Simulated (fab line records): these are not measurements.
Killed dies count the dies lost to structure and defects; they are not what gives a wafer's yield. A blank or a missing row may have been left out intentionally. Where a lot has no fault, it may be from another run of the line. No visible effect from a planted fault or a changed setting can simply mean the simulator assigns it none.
Code-filled problem report in 8D (eight disciplines) form    flow n5_finfet    the parts of the form that need people (team, actions taken, sign-off) are left out

## 1. THE ISSUE
killed_at_M4_up at N5_PASSIVATION_PROBE_49 reads a mean of 1094 on 3 wafers of 2 lots; wafers without a fault read 13 with a standard deviation of 4.8. So: +99 or more standard deviations from the usual mean.
The first sign was on wafer L771.2 at day 18 01:11, on prober-01. The record holds 8 wafers of 3 lots with a number at this step. Rule for "out" (also "out of limits"): further than 4 standard deviations from the usual mean. The rest of the wafers with a number are treated as sound.

## 2. WHAT IT IS, WHAT IT ISN'T
question                     is                                                                                              is not
which readings at this step  killed_at_M4_up, defect_limited_yield, killed_dies, killed_on_rim, sort_n_pass, sort_yield_pct  killed_at_M0_to_M3, killed_at_contacts, killed_at_front_end, killed_at_other, killed_short, sort_bin_4_leakage, sort_bin_5_function, sort_bin_8_speed
which lots                   L770, L771                                                                                      L756
which wafers of those lots   L770.4, L771.2, L771.4                                                                          L770.3, L770.5
read on which tools          prober-01                                                                                       -
when                         from day 18 01:11                                                                               up to then (3 sound wafers); but 2 sound wafers of L770 came after

## 3. THE SUSPECTS, EACH WITH WHAT RULES IT OUT
Counting: if a tool at a process step up to the reading ran every lot that is out, it stays a suspect. Sound lots after the first of them don't rule it out here, since some wafers of a struck lot are sound.
- euv_scanner-02 at N5_BEOL_M5_EXPOSE_25 (exposes mask V4, defocus 10 nm): kept. Every lot that is out went through it, the first being L770 (day 13 06:53); the last sound lot it ran before that was L756 (day 10 09:29).
- rie_diel-01 at N5_BEOL_M15_STRIP_37 (strips in O2): kept. It ran every lot that is out and that the record shows at this step, first L770 (day 17 17:43). N5_BEOL_M15_STRIP_37: start missing for some lots; hours and lot order therefore follow N5_MIM_TOP_DEGAS_04. The record shows only 1 of the 2 lots at this step.
- pvd_sputter-02 at N5_MIM_TOP_DEGAS_04 (time 60 s): kept. It ran every lot that is out and that the record shows at this step, first L770 (day 17 17:43). The record shows only 1 of the 2 lots at this step.
- prober-01 at N5_PASSIVATION_PROBE_49: kept. Every lot that is out went through it, the first being L771 (day 18 01:11); the last sound lot it ran before that was L756 (day 15 11:40). Out on those wafers are its own readings of defect_limited_yield, killed_at_M4_up, killed_dies, killed_on_rim, sort_n_pass, sort_yield_pct.
Left after counting: euv_scanner-02 at N5_BEOL_M5_EXPOSE_25, rie_diel-01 at N5_BEOL_M15_STRIP_37, pvd_sputter-02 at N5_MIM_TOP_DEGAS_04, prober-01 at N5_PASSIVATION_PROBE_49.

## 4. THE CAUSE (what the simulator had put in)
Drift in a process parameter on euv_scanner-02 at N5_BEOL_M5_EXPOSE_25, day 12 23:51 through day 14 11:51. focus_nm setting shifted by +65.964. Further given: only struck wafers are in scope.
Counting leaves 4 suspects; this tool is one of them.

## 5. THE EFFECT CHAIN, in route order
One row per reading whose mean, taken over the struck wafers that have a number, lies over 3 standard deviations from the usual. Only readings whose record carries a usual standard deviation are examined. hours: median over the lots of the time between each lot's start at the first step of this table that gives one and its start at this step. sigmas: the change, counted in usual standard deviations.
hours  step                     reading               usual   on struck wafers  change  sigmas
0      N5_PASSIVATION_PROBE_49  defect_limited_yield  91.6 %  0.0               -91.6   -65
0      N5_PASSIVATION_PROBE_49  killed_at_M4_up       13      1094              +1081   +99 or more
0      N5_PASSIVATION_PROBE_49  killed_dies           100     1180              +1080   +64
0      N5_PASSIVATION_PROBE_49  killed_on_rim         13      152               +139    +33
0      N5_PASSIVATION_PROBE_49  sort_n_pass           1080    0                 -1080   -64
0      N5_PASSIVATION_PROBE_49  sort_yield_pct        91.6 %  0.0               -91.6   -65
Process steps it contains:
- N5_PASSIVATION_PROBE_49

## 6. HOW IT WOULD HAVE BEEN CAUGHT EARLIER
First out-of-limits reading in this record: day 18 01:11, which is 121 hours after fault onset at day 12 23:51.
Each of the lots that are out, 2 in all, had begun N5_BEOL_M5_EXPOSE_25 on euv_scanner-02 no later than day 18 01:11. None of them would have been spared by holding the tool at that moment.
